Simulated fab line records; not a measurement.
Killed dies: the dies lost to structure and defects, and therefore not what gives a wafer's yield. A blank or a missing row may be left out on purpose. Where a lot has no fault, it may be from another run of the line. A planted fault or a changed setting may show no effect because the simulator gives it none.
Matching of chambers + flow n5_finfet + N5_BEOL_M7_ETCH_72 on rie_diel-01 has 4 sister chambers
The step etches underlayer in N2/H2, target depth 6.5 nm, time 5.2 s. 8 wafers are shown with their chamber, then 9 later ones without.

WAFERS WITH THEIR CHAMBER
| wafer  | chamber | drypump_motor_current_A (A) | etch_rf_on_time_s (s) |
|--------|---------|-----------------------------|-----------------------|
| L717.5 | 0       | 6.0                         | 5.23                  |
| L725.4 | 3       | 6.3                         | 5.42                  |
| L725.6 | 1       | 5.7                         | 5.03                  |
| L727.1 | 1       | 5.7                         | 5.06                  |
| L727.3 | 3       | 6.3                         | 5.48                  |
| L728.2 | 0       | 6.0                         | 5.26                  |
| L728.4 | 2       | 5.7                         | 5.13                  |
| L728.5 | 2       | 5.6                         | 5.13                  |

WAFERS WHOSE CHAMBER IS MISSING
| wafer  | drypump_motor_current_A (A) | etch_rf_on_time_s (s) |
|--------|-----------------------------|-----------------------|
| L729.1 | 6.3                         | 5.49                  |
| L729.4 | 5.7                         | 5.07                  |
| L729.5 | 6.4                         | 5.45                  |
| L732.3 | 5.6                         | 5.12                  |
| L732.4 | 6.3                         | 5.38                  |
| L732.5 | 5.7                         | 5.01                  |
| L730.2 | 5.7                         | 5.01                  |
| L730.5 | 5.6                         | 5.11                  |
| L730.6 | 6.3                         | 5.44                  |

EACH ONE'S CHAMBER
| wafer  | from the rows above     | in truth |
|--------|-------------------------|----------|
| L729.1 | 3                       | 3        |
| L729.4 | can't be placed: 1 or 2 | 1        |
| L729.5 | 3                       | 3        |
| L732.3 | 2                       | 2        |
| L732.4 | 3                       | 3        |
| L732.5 | 1                       | 1        |
| L730.2 | 1                       | 1        |
| L730.5 | 2                       | 2        |
| L730.6 | 3                       | 3        |
Correctly placed: 8 of 9. Can't be placed from these rows: 1 (the true chamber is among the candidates in 1). Wrongly placed: 0.
How it was worked out, from the rows above alone: a wafer's distance from a chamber is the root of the sum, over the readings, of the square of ((its reading less the chamber's mean) divided by the reading's scatter). The wafer belongs to the nearest chamber; if the next one is less than 2 further off, it can't be placed. A chamber's mean is the mean of its shown wafers. The scatter is the square root of a quotient: the sum, over the shown wafers, of each reading's squared deviation from its chamber's mean, divided by wafers minus chambers.
